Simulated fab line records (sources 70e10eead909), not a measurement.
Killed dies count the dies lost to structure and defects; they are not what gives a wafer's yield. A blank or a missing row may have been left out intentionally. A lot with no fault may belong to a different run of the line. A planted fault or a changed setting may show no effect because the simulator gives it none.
fab line records ; flow nand-harc
[record] lots = 11; wafers = 33; last-day = 24
route steps=1159 shown P_M0@268 END@1159
lots that met no fault: taken from a fault-free run of the same line
start-h: hours from the record's first day to the start of the lot's first wafer shown ; wait-h: hours elapsed since this lot's preceding step ; " repeats the value in the row above ; L1.1+2: several wafers, shown together as one row ; - either no value or no given start ; * or withheld: withheld ; < > ~ a bound
route shown NAME@n: names a module that has steps shown in the file, with the first one's number in the route ; usual: mean/standard deviation of fault-free wafers ; same: alike in all rows ; chamber/n: place in a boat ; sites: the reading at each site ; _std_site: their standard deviation ; _edge_site: inner sites' mean taken away from outer sites' mean ; radius-mm: how far each site lies from the wafer's centre ; mask NAME#n: copy n ; behind: the most recent tool/chamber to have shaped the wafer ; hold: the reason the lot was held/the length of the hold in hours/how it ended ; device: names the non-switching transistor (n, p or np) ; end of line: tests of these same wafers at the route's end ; a step with no rows: only its recipe ; killed: the dies lost at the first sort to structure and to defects; this is not the yield of the wafer ; map: the dies of a wafer, with x for killed, . for not killed, _ for no die there
set.NAME: the setting the step ran with; set.NAME@STEP: the setting that earlier step ran with ; model.NAME: the simulator's own value behind a step, which no gauge read
route steps across a sampled set of lots; one table per step, one row per wafer
services: when a tool's chamber went out of use (start-h, in hours from the record's first day, below 0 if earlier), for how many hours, and the reason
[[steps]]
[step NHARC_P_M0_ETCH_15]
[recipe] target-depth-a = 1500; overetch-a = 150; time-s = 82.5; c4f8-flow-sccm = withheld; ar-flow-sccm = 400; rf-w = 600; bias-w = 300; chemistry = C4F8/Ar
[usual] oes-product-au = 0.957/0.023; rf-vpp-V = 441.2/1.9
lot.wafer;tool;chamber;start-h;wait-h;oes-product-au;rf-hours-counter-h;rf-vpp-V
L838.1;rie-diel-13;2;-;-;0.970;1;439.9
L838.4;rie-diel-13;3;-;-;0.988;1;442.0
L838.5;rie-diel-13;1;-;-;0.973;-;441.8
L839.4;rie-diel-05;0;-;-;0.977;2;441.2
L839.2;rie-diel-05;1;-;-;0.925;11;442.7
L839.6;rie-diel-05;2;-;-;0.918;-;441.5
L840.1;rie-diel-13;2;-;-;0.968;1;439.1
L840.2;rie-diel-13;1;-;-;0.961;1;439.6
L840.6;rie-diel-13;2;-;-;0.964;-;439.0
L843.3;rie-diel-05;1;-;-;0.971;12;441.2
L843.4;rie-diel-05;3;-;-;0.984;11;441.0
L843.5;rie-diel-05;0;-;-;0.965;-;443.3
L846.3;rie-diel-10;0;-;-;0.970;9;443.1
L846.2;rie-diel-10;3;-;-;0.963;10;437.7
L846.5;rie-diel-10;0;-;-;0.967;-;443.3
L847.1;rie-diel-05;0;-;-;0.983;0;439.7
L847.4;rie-diel-05;0;-;-;0.985;-;441.9
L847.5;rie-diel-05;2;-;-;0.963;-;442.6
L849.4;rie-diel-05;0;-;-;0.966;1;442.2
L849.2;rie-diel-05;1;-;-;0.969;1;441.8
L849.1;rie-diel-05;2;-;-;0.979;1;440.8
L850.2;rie-diel-13;3;-;-;0.962;6;441.1
L850.4;rie-diel-13;3;-;-;0.969;-;443.4
L850.5;rie-diel-13;2;-;-;0.941;-;437.2
L851.4;rie-diel-13;3;-;-;0.966;7;441.9
L851.2;rie-diel-13;1;-;-;0.965;5;441.1
L851.5;rie-diel-13;3;-;-;0.972;-;441.8
L852.4;rie-diel-10;0;-;-;0.966;1;442.4
L852.1;rie-diel-10;1;-;-;0.964;1;438.6
L852.3;rie-diel-10;3;-;-;0.992;1;438.4
L860.4;rie-diel-10;0;-;-;0.927;4;443.4
L860.1;rie-diel-10;2;-;-;0.959;6;443.2
L860.6;rie-diel-10;3;-;-;0.922;-;436.9
[step NHARC_P_M0_PVD_20]
[recipe] target-thk-a = 50; bias-v = 168.6; power-w = 15000; chamber-pressure-pa = 0.12; time-s = 8.06; substrate-temp-c = 50; material = TaN
[usual] throttle-valve-pct = 29.8/1.1
lot.wafer;tool;chamber;start-h;wait-h;throttle-valve-pct
L838.4;pvd-sputter-02;-;-;-;30.8
L838.1;pvd-sputter-02;-;-;-;28.7
L838.5;pvd-sputter-02;-;-;-;29.6
L839.4;pvd-sputter-01;-;-;-;30.4
L839.2;pvd-sputter-01;-;-;-;29.9
L839.6;pvd-sputter-01;-;-;-;31.7
L840.2;pvd-sputter-03;-;-;-;29.6
L840.1;pvd-sputter-03;-;-;-;27.3
L840.6;pvd-sputter-03;-;-;-;29.6
L843.4;pvd-sputter-01;-;-;-;29.9
L843.3;pvd-sputter-01;-;-;-;30.4
L843.5;pvd-sputter-01;-;-;-;31.4
L846.2;pvd-sputter-02;-;-;-;31.1
L846.3;pvd-sputter-02;-;-;-;29.6
L846.5;pvd-sputter-02;-;-;-;29.1
L847.1;pvd-sputter-01;-;-;-;30.7
L847.4;pvd-sputter-01;-;-;-;31.0
L847.5;pvd-sputter-01;-;-;-;30.5
L849.4;pvd-sputter-03;-;-;-;27.3
L849.2;pvd-sputter-03;-;-;-;29.7
L849.1;pvd-sputter-03;-;-;-;30.1
L850.2;pvd-sputter-03;-;-;-;30.6
L850.4;pvd-sputter-03;-;-;-;30.0
L850.5;pvd-sputter-03;-;-;-;29.9
L851.4;pvd-sputter-01;-;-;-;31.0
L851.2;pvd-sputter-01;-;-;-;30.0
L851.5;pvd-sputter-01;-;-;-;31.0
L852.4;pvd-sputter-03;-;-;-;27.4
L852.3;pvd-sputter-03;-;-;-;29.6
L852.1;pvd-sputter-03;-;-;-;30.0
L860.1;pvd-sputter-01;-;-;-;29.6
L860.4;pvd-sputter-01;-;-;-;30.7
L860.6;pvd-sputter-01;-;-;-;30.1
[step NHARC_P_M0_ECD_22]
[recipe] target-thk-a = 4000; bath-temp-c = 25; material = Cu
[usual] bath-heat-duty-pct = 6.4/0.78; bath-temp-c = 25.01/0.11
lot.wafer;tool;chamber;start-h;wait-h;bath-heat-duty-pct;bath-temp-c
L838.1;ecd-cu-02;0;131.77;-;5.3;25.09
L838.4;ecd-cu-02;0;131.77;-;5.0;24.97
L838.5;ecd-cu-02;0;131.77;-;5.7;25.19
L839.2;ecd-cu-01;1;132.87;-;7.8;25.06
L839.4;ecd-cu-01;1;132.87;-;8.2;25.29
L839.6;ecd-cu-01;1;132.87;-;7.1;25.27
L840.1;ecd-cu-02;1;133.06;-;6.2;24.92
L840.2;ecd-cu-02;0;133.06;-;5.1;24.96
L840.6;ecd-cu-02;1;133.06;-;6.7;24.85
L843.4;ecd-cu-01;0;151.59;-;6.9;24.89
L843.3;ecd-cu-01;1;151.59;-;6.6;25.01
L843.5;ecd-cu-01;1;151.59;-;7.4;25.08
L846.2;ecd-cu-01;1;166.44;-;7.1;25.12
L846.3;ecd-cu-01;1;166.44;-;7.2;25.09
L846.5;ecd-cu-01;0;166.44;-;7.0;25.01
L847.1;ecd-cu-01;1;181.54;-;7.1;24.91
L847.4;ecd-cu-01;0;181.54;-;7.3;25.00
L847.5;ecd-cu-01;1;181.54;-;7.6;24.99
L849.2;ecd-cu-02;0;195.57;-;5.4;24.97
L849.1;ecd-cu-02;1;195.57;-;6.9;24.93
L849.4;ecd-cu-02;0;195.57;-;5.4;24.91
L850.2;ecd-cu-02;0;196.18;-;-;-
L850.4;ecd-cu-02;0;196.18;-;-;-
L850.5;ecd-cu-02;0;196.18;-;-;-
L851.2;ecd-cu-02;0;201.70;-;-;-
L851.4;ecd-cu-02;0;201.70;-;-;-
L851.5;ecd-cu-02;1;201.70;-;-;-
L852.1;ecd-cu-01;0;206.61;-;-;-
L852.3;ecd-cu-01;0;206.61;-;-;-
L852.4;ecd-cu-01;1;206.61;-;-;-
L860.1;ecd-cu-02;0;249.62;-;5.2;24.90
L860.4;ecd-cu-02;0;249.62;-;5.2;24.87
L860.6;ecd-cu-02;0;249.62;-;5.1;24.71
[step NHARC_P_M0_CMP_23]
[recipe] t-overpolish-s = 20; target-thk-nm = 117.53
[usual] motor-current-A = 12.0/1.5; slurry-filter-dp-kPa = 13.52/0.13; time-to-endpoint-s = 28.7/2.3
lot.wafer;tool;chamber;start-h;wait-h;motor-current-A;slurry-filter-dp-kPa;time-to-endpoint-s
L838.1;cmp-03;2;132.44;-;13.3;13.65;31.0
L838.4;cmp-03;0;132.44;-;13.7;13.79;31.5
L838.5;cmp-03;2;132.44;-;13.8;13.42;31.0
L839.4;cmp-03;1;134.00;-;14.2;13.39;28.5
L839.2;cmp-03;2;134.00;-;13.4;13.52;31.9
L839.6;cmp-03;1;134.00;-;13.9;13.37;28.5
L840.1;cmp-04;2;134.26;-;11.6;13.45;33.2
L840.2;cmp-04;3;134.26;-;11.1;13.34;30.1
L840.6;cmp-04;1;134.26;-;8.8;13.38;26.9
L843.4;cmp-04;3;152.37;-;11.1;13.59;26.5
L843.3;cmp-04;0;152.37;-;12.2;13.75;27.4
L843.5;cmp-04;3;152.37;-;11.3;13.61;27.7
L846.3;cmp-04;1;167.11;-;8.7;13.60;25.8
L846.2;cmp-04;0;167.11;-;12.9;13.61;30.0
L846.5;cmp-04;2;167.11;-;11.3;13.44;34.0
L847.1;cmp-04;1;182.29;-;8.8;13.52;28.6
L847.4;cmp-04;3;182.29;-;11.7;13.68;29.0
L847.5;cmp-04;0;182.29;-;12.8;13.49;25.9
L849.2;cmp-04;3;196.32;-;11.9;13.76;32.6
L849.1;cmp-04;0;196.32;-;13.1;13.54;30.8
L849.4;cmp-04;1;196.32;-;8.9;13.31;28.9
L850.2;cmp-01;1;197.08;-;12.3;13.61;4.2
L850.4;cmp-01;2;197.08;-;10.4;13.65;2.9
L850.5;cmp-01;2;197.08;-;10.3;13.59;6.3
L851.4;cmp-03;2;202.47;-;13.9;13.54;5.3
L851.2;cmp-03;3;202.47;-;10.8;13.58;2.7
L851.5;cmp-03;0;202.47;-;13.2;13.49;4.8
L852.3;cmp-03;1;207.37;-;14.1;13.39;1.0
L852.4;cmp-03;2;207.37;-;13.7;13.48;1.7
L852.1;cmp-03;3;207.37;-;11.3;13.45;0.8
L860.1;cmp-01;2;250.35;-;10.4;13.52;28.7
L860.4;cmp-01;3;250.35;-;12.1;13.57;29.8
L860.6;cmp-01;2;250.35;-;10.3;13.57;29.9
[step NHARC_P_M0_THK_MEAS_24]
[recipe] thk-meas-gauge = xrf
[usual] thk-nm = 117.5/1.3
lot.wafer;tool;chamber;start-h;wait-h;thk-nm
L838.1;film-metro-01;-;132.76;-;117.1
L838.4;film-metro-01;-;132.76;-;116.3
L838.5;film-metro-01;-;132.76;-;118.9
L839.2;film-metro-01;-;134.31;-;118.5
L839.4;film-metro-01;-;134.31;-;116.5
L839.6;film-metro-01;-;134.31;-;116.1
L840.1;film-metro-01;-;134.51;-;120.5
L840.2;film-metro-01;-;134.51;-;117.8
L840.6;film-metro-01;-;134.51;-;117.1
L843.3;film-metro-02;-;152.69;-;117.7
L843.4;film-metro-02;-;152.69;-;119.3
L843.5;film-metro-02;-;152.69;-;118.9
L846.2;film-metro-01;-;167.43;-;114.6
L846.3;film-metro-01;-;167.43;-;116.5
L846.5;film-metro-01;-;167.43;-;118.5
L847.1;film-metro-01;-;182.58;-;116.5
L847.4;film-metro-01;-;182.58;-;118.4
L847.5;film-metro-01;-;182.58;-;118.4
L849.1;film-metro-01;-;196.61;-;116.4
L849.2;film-metro-01;-;196.61;-;117.6
L849.4;film-metro-01;-;196.61;-;116.5
L850.2;film-metro-01;-;197.40;-;29.3
L850.4;film-metro-01;-;197.40;-;28.7
L850.5;film-metro-01;-;197.40;-;28.7
L851.2;film-metro-01;-;202.73;-;30.7
L851.4;film-metro-01;-;202.73;-;29.7
L851.5;film-metro-01;-;202.73;-;31.3
L852.1;film-metro-02;-;207.66;-;31.1
L852.3;film-metro-02;-;207.66;-;31.2
L852.4;film-metro-02;-;207.66;-;31.0
L860.1;film-metro-01;-;250.66;-;116.5
L860.4;film-metro-01;-;250.66;-;116.5
L860.6;film-metro-01;-;250.66;-;116.6
[step NHARC_P_M0_PRE_CLEAN_31]
[recipe] time-s = 12; temp-c = 370; rf-power-w = 300; gas = NH3
[usual] heater-power-w = 618/74
lot.wafer;tool;chamber;start-h;wait-h;heater-power-w
L838.1;pecvd-03;2;133.01;0.1;568
L838.4;pecvd-03;0;133.01;0.1;555
L838.5;pecvd-03;1;133.01;0.1;593
L839.2;pecvd-04;2;134.55;0.1;706
L839.4;pecvd-04;2;134.55;0.1;700
L839.6;pecvd-04;0;134.55;0.1;758
L840.2;pecvd-01;1;134.75;0.1;626
L840.1;pecvd-01;2;134.75;0.1;531
L840.6;pecvd-01;1;134.75;0.1;640
L843.3;pecvd-04;1;152.93;0.1;673
L843.5;pecvd-04;0;152.93;0.1;752
L843.4;pecvd-04;2;152.93;0.1;719
L846.3;pecvd-03;2;167.65;0.1;533
L846.2;pecvd-03;0;167.65;0.1;564
L846.5;pecvd-03;0;167.65;0.1;567
L847.1;pecvd-04;1;182.81;0.1;620
L847.4;pecvd-04;1;182.81;0.1;613
L847.5;pecvd-04;2;182.81;0.1;708
L849.2;pecvd-03;1;196.92;0.2;598
L849.1;pecvd-03;0;196.92;0.2;575
L849.4;pecvd-03;0;196.92;0.2;569
L850.2;pecvd-03;1;197.83;0.3;603
L850.4;pecvd-03;1;197.83;0.3;602
L850.5;pecvd-03;2;197.83;0.3;555
L851.2;pecvd-01;2;203.02;0.1;581
L851.4;pecvd-01;1;203.02;0.1;643
L851.5;pecvd-01;2;203.02;0.1;591
L852.1;pecvd-03;2;207.99;0.2;515
L852.3;pecvd-03;1;207.99;0.2;658
L852.4;pecvd-03;1;207.99;0.2;637
L860.1;pecvd-03;2;251.04;0.2;545
L860.6;pecvd-03;0;251.04;0.2;488
L860.4;pecvd-03;2;251.04;0.2;542
[step NHARC_END_SORT_01]
[recipe] temp-c = 25
[usual] defect-limited-yield = 95.4/1.8; killed-at-array = 27/11; killed-at-other = 0.7/1.1; killed-at-periphery = 3.4/2.1; killed-dies = 31/12; killed-open = 3.6/2; killed-short = 2.0/1.3; sort_bin_2_pct = 1.5/0.71; sort_bin_3_pct = 0.25/0.22; sort_bin_4_pct = 2.9/1.2; sort-n-pass = 646/12; sort-rim-yield-pct = 95.0/2.5; sort-yield-pct = 95.4/1.8
[same] gross-dies = 677; sort_bin_5_pct[%] = 0; sort_bin_6_pct[%] = 0; sort_bin_7_pct[%] = 0; sort_bin_8_pct[%] = 0; sort-rim-n-gross = 106.00
lot.wafer;tool;chamber;start-h;wait-h;defect-limited-yield[%];killed-at-array;killed-at-other;killed-at-periphery;killed-dies;killed-open;killed-short;sort_bin_2_pct[%];sort_bin_3_pct[%];sort_bin_4_pct[%];sort-n-pass;sort-rim-yield-pct[%];sort-yield-pct[%]
L851.2;prober-02;0;506.88;2.8;0;12;3;662;677;2;3;97.9;0.59;1.5;0;0;0
L851.4;prober-02;0;508.44;3.3;0;34;0;643;677;5;1;96.8;0.15;3.1;0;0;0
L851.5;prober-02;0;509.23;3.6;0;25;2;650;677;3;1;97.5;0.30;2.2;0;0;0
L850.2;prober-01;0;507.00;2.8;0;36;0;641;677;6;4;95.9;0.15;4.0;0;0;0
L850.4;prober-01;0;508.59;3.4;0;38;0;639;677;2;4;95.0;0.74;4.3;0;0;0
L850.5;prober-01;0;509.38;3.7;0;36;0;641;677;6;0;95.4;0.15;4.4;0;0;0
L852.1;prober-01;0;532.62;2.5;0;22;0;655;677;3;2;96.9;0;3.1;0;0;0
L852.3;prober-01;0;534.22;3.1;0;23;1;653;677;5;1;97.0;0.44;2.5;0;0;0
L852.4;prober-01;0;535.02;3.4;0;23;2;652;677;0;3;96.8;0;3.2;0;0;0
// killed by level:class
L851.2 P_M0:area-ecd=659 A_SLIT:chamber-film-flake=3 A_CONTACT:chamber-film-flake=3 THIN_TSV:chamber-film-flake=3 A_CHANNEL_HOLE_D1:chamber-film-flake=2 A_STAIRCASE:chamber-film-flake=2 P_STI:geometric-particle:open=1 P_GATE:geometric-particle:open=1
L850.2 P_M0:area-ecd=637 A_CHANNEL_HOLE_D1:chamber-film-flake=20 A_CONTACT:chamber-film-flake=5 A_CONTACT:geometric-particle:open=2 A_CONTACT:geometric-particle:short=2 P_M1:chamber-film-flake=2 P_M0:geometric-particle:open=1 A_SOURCE_PLATE:geometric-particle:short=1
L851.4 P_M0:area-ecd=642 A_SLIT:chamber-film-flake=16 A_CHANNEL_HOLE_D1:chamber-film-flake=3 A_WL_FILL:chamber-film-flake=3 A_CONTACT:chamber-film-flake=3 A_CONTACT:geometric-particle:open=2 A_M0:chamber-film-flake=2 P_CONTACT:geometric-particle:open=1
L850.4 P_M0:area-ecd=632 A_CHANNEL_HOLE_D1:chamber-film-flake=23 A_CONTACT:chamber-film-flake=7 P_M1:chamber-film-flake=4 A_WL_FILL:geometric-particle:short=3 A_WL_FILL:chamber-film-flake=3 P_M1:geometric-particle:open=1 A_CHANNEL_FILL_D1:geometric-particle:short=1
L851.5 P_M0:area-ecd=649 A_SLIT:chamber-film-flake=11 A_CHANNEL_HOLE_D1:chamber-film-flake=4 A_CONTACT:geometric-particle:open=2 THIN_TSV:chamber-film-flake=2 A_WL_FILL:chamber-film-flake=2 A_WL_FILL:geometric-particle:open=1 A_CONTACT:geometric-particle:short=1
L850.5 P_M0:area-ecd=636 A_CHANNEL_HOLE_D1:chamber-film-flake=26 A_CONTACT:chamber-film-flake=4 A_WL_FILL:geometric-particle:open=2 A_BLC:geometric-particle:open=2 P_GATE:chamber-film-flake=2 P_M1:chamber-film-flake=2 P_CONTACT:geometric-particle:open=1
L852.1 P_M0:area-ecd=650 A_SLIT:chamber-film-flake=12 A_CHANNEL_HOLE_D1:chamber-film-flake=2 A_STAIRCASE:chamber-film-flake=2 A_CONTACT:chamber-film-flake=2 P_M0:geometric-particle:open=1 A_ONON_D1:geometric-particle:short=1 A_CHANNEL_FILL_D1:geometric-particle:short=1
L852.3 P_M0:area-ecd=649 A_SLIT:chamber-film-flake=8 A_CHANNEL_HOLE_D1:chamber-film-flake=5 P_STI:chamber-film-flake=3 A_CONTACT:chamber-film-flake=3 A_STAIRCASE:chamber-film-flake=2 A_ONON_D1:geometric-particle:open=1 A_STAIRCASE:geometric-particle:open=1
L852.4 P_M0:area-ecd=647 A_SLIT:chamber-film-flake=15 A_CHANNEL_HOLE_D1:chamber-film-flake=5 P_STI:chamber-film-flake=3 THIN_TSV:chamber-film-flake=2 P_GATE:geometric-particle:short=1 A_SOURCE_PLATE:geometric-particle:short=1 A_SGD_CUT:geometric-particle:short=1
[[services]]
tool;chamber;start-h;hours;kind
pecvd-03;-;111.13;13.0;pm
ecd-cu-01;-;113.60;0.8;repair
cmp-01;-;114.81;0.5;repair
rie-diel-13;0;125.01;3.0;repair
rie-diel-10;2;130.99;34.8;repair
rie-diel-13;3;133.70;11.5;repair
cmp-04;-;142.00;6.0;repair
rie-diel-13;1;148.44;9.1;repair
cmp-01;-;153.89;2.1;repair
cmp-03;-;156.02;4.0;pm
pecvd-03;-;156.91;0.2;repair
pvd-sputter-01;-;158.00;10.0;pm
rie-diel-05;-;163.60;9.0;pm
rie-diel-13;0;167.89;5.2;repair
rie-diel-13;1;170.89;24.5;repair
rie-diel-10;-;176.50;9.0;pm
ecd-cu-02;-;180.02;8.0;pm
rie-diel-05;1;180.34;6.3;repair
pecvd-04;-;195.33;13.0;pm
cmp-04;-;203.14;4.0;pm
cmp-03;-;219.37;0.3;repair
rie-diel-10;0;234.56;13.4;repair
rie-diel-10;3;238.47;3.1;repair
cmp-03;-;248.95;1.2;repair
[[key]]
[first-sign] step = NHARC_P_M0_ECD_22; reading = tool-record; direction = missing
[effect] step = NHARC_P_M0_CMP_23; reading = time-to-endpoint-s; direction = down; sigmas = 11; usual = *; struck = *
[effect] step = NHARC_P_M0_THK_MEAS_24; reading = thk-nm; direction = down; sigmas = 70; usual = 117.5; struck = 30.2
[effect] step = NHARC_END_SORT_01; reading = killed-at-periphery; direction = up; sigmas = 99+; usual = 3.4; struck = 648.4
[more-kills-born-at] NHARC_P_M0_ECD_22@ecd-cu-02 = 3855; NHARC_P_M0_ECD_22@ecd-cu-01 = 1946
met-at NHARC_P_M0_ECD_22
struck-lots L850,L851,L852
later-rows-left-out L850.2,L850.4,L850.5,L851.2,L851.4,L851.5,L852.1,L852.3,L852.4
not-acting-at NHARC_P_M0_ETCH_15,NHARC_P_M0_PVD_20,NHARC_P_M0_PRE_CLEAN_31
onset-between 195.57 196.18
[fault] kind = skipped-step-whole; tool = ecd-cu-01,ecd-cu-02; chamber = -; onset-h = 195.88; steps = NHARC_P_M0_ECD_22; scope = struck-lots-only
// later-rows-left-out: the simulator's readings of these wafers behind a module that went badly wrong aren't trusted and aren't shown, but for the sort
